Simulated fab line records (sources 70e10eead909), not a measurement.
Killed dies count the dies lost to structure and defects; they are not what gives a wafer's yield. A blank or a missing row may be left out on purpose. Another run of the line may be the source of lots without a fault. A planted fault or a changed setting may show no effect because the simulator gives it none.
A lot that was struck, set against a sound lot -- flow nand-harc -- 14 steps out of a route of 1302
Sound: the wafers L208.1, L208.3, L208.4. The struck wafers were L214.4, L214.5, L214.6. Last of all comes the cause.
For every step that has rows: the tool of each side, followed by ch and its chambers, followed by its first start. Under that, the readings that differ: sound wafers -- struck wafers -- difference of the means -- sigmas: that difference in standard deviations of wafers without a fault.
alike: readings with means less than 2 such deviations apart, plus words and numbers identical on both sides. not compared: withheld readings, readings lacking a value on some wafer, bounds such as >300 that could conceal the same value, and numbers that have no deviation in the record and whose values overlap.
The two part at a step that has a row with sigmas, a row that says differs or no value, or rows on one side only. When numbers do not overlap yet have no deviation, they are printed without sigmas and do not part them. A reading that every wafer of one side lacks parts them only if that side has two wafers or more.

NHARC_P_STI_DESCUM_14: chemistry O2, time 3 s.
  sound on rie-diel-11 ch 0,1,3, day 3 15:28; struck on rie-diel-09 ch 0,3, day 6 04:54
  alike: drypump-motor-current-A, oes-product-au, rf-vpp-V, showerhead-plenum-p-Torr, throttle-valve-pct
  not compared: rf-hours-counter-h
NHARC_P_STI_ETCH_42: etches the open film in N2/H2, target depth 80 nm, overetch 24 nm, time 61 s.
  sound on rie-diel-11 ch 0,1,3, day 3 15:33; struck on rie-diel-09 ch 2,3, day 6 04:59
reading,sound,struck,difference,sigmas
oes-product-au (a.u.),1.008 0.996 1.018,0.973 0.993 0.971,-0.028,-3
  alike: bias-w, drypump-motor-current-A, rf-fwd-power-W, rf-vpp-V, showerhead-plenum-p-Torr, throttle-valve-pct
  not compared: rf-hours-counter-h
NHARC_P_STI_ETCH_31: etches the open film in CF4/CHF3, target depth 108.9 nm, time 54.5 s.
  sound: rie-diel-11 ch 0,1,2; struck: rie-diel-09 ch 2,3
  alike: bias-w, drypump-motor-current-A, oes-product-au, rf-fwd-power-W, rf-vpp-V, showerhead-plenum-p-Torr, throttle-valve-pct
  not compared: rf-hours-counter-h
NHARC_P_STI_ETCH_15: etches the open film in HBr/Cl2, target depth 300 nm, time 100.1 s.
  sound on rie-si-06 ch 0,1,2, day 3 15:44; struck on rie-si-05 ch 1,2, day 6 05:11
  alike: bias-w, drypump-motor-current-A, hbr-flow-sccm, oes-product-au, rf-fwd-power-W, throttle-valve-pct
  not compared: rf-hours-counter-h
NHARC_P_STI_CD_MEAS_16:
  sound on cd-sem-03 at day 3 15:54; struck on cd-sem-02 at day 6 05:21
  alike: cd-nm
NHARC_P_STI_OCD_MEAS_17:
  sound on ocd-01 at day 3 15:59; struck on ocd-01 at day 6 05:26
  alike: trench-depth-nm, trench-foot-cd-nm
then, 3 steps without rows for these wafers: NHARC_P_STI_STRIP_19 (strips in SPM, time 900 s); NHARC_P_STI_PRECLEAN_32 (cleans in SC1); NHARC_P_STI_SRD_23.
NHARC_P_STI_OCD_MEAS_43:
  sound on ocd-01 at day 3 16:30; struck on ocd-01 at day 6 05:57
  alike: trench-depth-nm, trench-foot-cd-nm
then, 2 steps without rows for these wafers: NHARC_P_STI_OXIDE_33 (material SiO2, target thk 10 nm, ox time 281 s); NHARC_P_STI_HDPCVD_20 (deposits SiO2).
NHARC_P_STI_ANNEAL_34: time 1800 s.
  sound on furnace-06 ch 0, day 4 04:40; struck on furnace-06, day 6 19:16
  no value came back on the struck wafers for run-length-s (s), spike-tc-bottom-C (C); on the sound wafers run-length-s (s) reads 1805 1805 1805
NHARC_P_STI_CMP_21: polishes, t overpolish 20 s, target thk 380.67 nm.
  sound on cmp-04 ch 0,1,2, day 4 09:31; struck on cmp-02 ch 0,2,3, day 7 00:09
  alike: motor-current-A, overpolish-run-s

== WHERE THEY PART ==
First at NHARC_P_STI_ETCH_42; last, within this record, at NHARC_P_STI_ANNEAL_34. Later steps at which nothing parts them and some readings are alike: NHARC_P_STI_CMP_21.

WHY: whatever the simulator had introduced
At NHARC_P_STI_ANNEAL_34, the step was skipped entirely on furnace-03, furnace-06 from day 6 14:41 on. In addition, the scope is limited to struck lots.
